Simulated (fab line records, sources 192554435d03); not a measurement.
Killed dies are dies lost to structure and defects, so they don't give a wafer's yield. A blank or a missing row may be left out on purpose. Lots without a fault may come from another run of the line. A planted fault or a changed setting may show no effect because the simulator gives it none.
Split-lot experiment | flow n5_finfet | 7 lots, 39 wafers read, on a route of 1938 steps

THE SPLIT
At N5_BEOL_M8_ETCH_66 (etches SOC in N2/H2, target depth 80 nm, overetch 16 nm, time 120 s), the setting target_depth_a was moved away from the recipe's 800 angstrom on 18 of the 39 wafers read, by -57.1% to +50.0%. The other wafers ran this setting at the recipe's value.

The reading is taken at the split's own step.

THE READING
BEOL_M8.cd_nm (the simulator's own value, which no gauge read), in nm, at N5_BEOL_M8_ETCH_66 (etches SOC in N2/H2, target depth 80 nm, overetch 16 nm, time 120 s). The file gives no usual value for it. The 21 wafers here that ran the recipe average 40.1 nm, standard deviation 0.24 nm.

wafer  | tool, chamber at the split | target_depth_a as run, angstrom | against the recipe | BEOL_M8.cd_nm, nm | against lot-mates on the recipe
L076.1 | rie_diel-04, 0,1,1         | 967.8                           | +21.0%             | 40.6              | +0.4
L076.4 | rie_diel-04, 0,1,1         | 967.8                           | +21.0%             | 40.6              | +0.4
L076.5 | rie_diel-04, 0,1,1         | 967.8                           | +21.0%             | 40.6              | +0.4
L076.2 | rie_diel-04, 2             | 800                             | recipe             | 40                | -
L076.3 | rie_diel-04, 3             | 800                             | recipe             | 40.4              | -
L076.6 | rie_diel-04, 2             | 800                             | recipe             | 40.2              | -
L077.1 | rie_diel-04, 0             | 800                             | recipe             | 39.8              | -
L077.2 | rie_diel-04, 3             | 800                             | recipe             | 40.4              | -
L077.3 | rie_diel-04, 1             | 1200                            | +50.0%             | 40.8              | +0.7
L077.4 | rie_diel-04, 2             | 1200                            | +50.0%             | 40.6              | +0.5
L077.5 | rie_diel-04, 0             | 800                             | recipe             | 40                | -
L077.6 | rie_diel-04, 3             | 1200                            | +50.0%             | 41.2              | +1.1
L080.3 | rie_diel-06, 2             | 800                             | recipe             | 40.2              | -
L080.5 | rie_diel-06, 3             | 800                             | recipe             | 40.4              | -
L080.6 | rie_diel-06, 0             | 800                             | recipe             | 39.8              | -
L078.1 | rie_diel-06, 3             | 800                             | recipe             | 40.6              | -
L078.2 | rie_diel-06, 2             | 342.8                           | -57.1%             | 39.6              | -0.7
L078.5 | rie_diel-06, 2             | 342.8                           | -57.1%             | 39.6              | -0.7
L078.3 | rie_diel-06, 1             | 800                             | recipe             | 40.2              | -
L078.4 | rie_diel-06, 0             | 800                             | recipe             | 40                | -
L078.6 | rie_diel-06, 1             | 342.8                           | -57.1%             | 39                | -1.3
L083.1 | rie_diel-05, 3             | 1006                            | +25.8%             | 40.4              | +0.6
L083.2 | rie_diel-05, 2             | 800                             | recipe             | 40                | -
L083.3 | rie_diel-05, 0             | 1006                            | +25.8%             | 40                | +0.2
L083.4 | rie_diel-05, 3             | 800                             | recipe             | 39.6              | -
L083.5 | rie_diel-05, 0             | 800                             | recipe             | 39.8              | -
L083.6 | rie_diel-05, 2             | 1006                            | +25.8%             | 40.4              | +0.6
L093.1 | rie_diel-04, 0             | 800                             | recipe             | 40                | -
L093.2 | rie_diel-04, 1             | 800                             | recipe             | 40.2              | -
L093.3 | rie_diel-04, 3             | 507.5                           | -36.6%             | 39.4              | -0.7
L093.4 | rie_diel-04, 2             | 507.5                           | -36.6%             | 39.6              | -0.5
L093.5 | rie_diel-04, 0             | 507.5                           | -36.6%             | 39.2              | -0.9
L093.6 | rie_diel-04, 3             | 800                             | recipe             | 40.2              | -
L095.1 | rie_diel-04, 3             | 800                             | recipe             | 40.2              | -
L095.2 | rie_diel-04, 0             | 491.4                           | -38.6%             | 39.4              | -0.9
L095.3 | rie_diel-04, 2,1           | 491.4                           | -38.6%             | 39.2              | -1.1
L095.4 | rie_diel-04, 2,1           | 491.4                           | -38.6%             | 39.2              | -1.1
L095.5 | rie_diel-04, 1             | 800                             | recipe             | 40.4              | -
L095.6 | rie_diel-04, 2             | 800                             | recipe             | 40.2              | -
Where a row lists several chambers, the file gives one row for several wafers and doesn't say which wafer went through which chamber.

THE FIT
A straight line over all 39 wafers: BEOL_M8.cd_nm changes by +0.0155 nm for each +1% of target_depth_a; r = +0.86; the points scatter about the line by 0.26 nm.
The same after taking each lot's own level away (the mean of its wafers on the recipe; 39 wafers): +0.018 nm for each +1%; r = +0.92; scatter 0.22 nm.
On that fit, the largest move of target_depth_a shifts the reading by 1 nm.
The lots' own levels span 39.80 to 40.27 nm, that is 1.9 times the standard deviation above.
So the lot-to-lot level changes the slope: the two fits differ.
Check: with one of the wafers moved furthest among these (-57.1%) left out of the fit, the line predicts -1.11 nm for it against its lot-mates. It came out at -0.667 nm against them.

OTHER SPLITS ON THESE WAFERS
These wafers also went through other splits before the reading. Each is held against what the fit with the lots' levels taken away leaves over:
other split on the same wafers          | wafers away from the commonest value | r with BEOL_M8.cd_nm (lot level and that fit taken away)
N5_GATE_CUT_HM_DEP_46 target_thk_a      | 12                                   | +0.02
N5_MOL_CONTACT_COAG_ETCHBACK_135 time_s | 15                                   | -0.17
N5_BEOL_M2_ETCHBACK_99 time_s           | 15                                   | +0.19
N5_BEOL_M5_HM_DEP_02 target_thk_a       | 15                                   | -0.10
N5_BEOL_M5_DEP_56 target_thk_a          | 12                                   | +0.02

THE WHOLE CHAIN: every reading that the file lists as answering this split, in the file's order
step               | what it does                                                        | reading                                                                          | change (the file's fit)                | r (the file's)
N5_BEOL_M8_ETCH_66 | etches SOC in N2/H2, target depth 80 nm, overetch 16 nm, time 120 s | SiARC_of_BEOL_M8_COAT_64.thk_nm (the simulator's own value, which no gauge read) | -0.0459 nm for each +1% of the setting | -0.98
N5_BEOL_M8_ETCH_66 | etches SOC in N2/H2, target depth 80 nm, overetch 16 nm, time 120 s | BEOL_M8.cd_nm (the simulator's own value, which no gauge read)                   | +0.0181 nm for each +1% of the setting | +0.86

THE FILE'S OWN FIT
BEOL_M8.cd_nm changes by +0.0181 nm for each +1% of target_depth_a, r = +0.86.
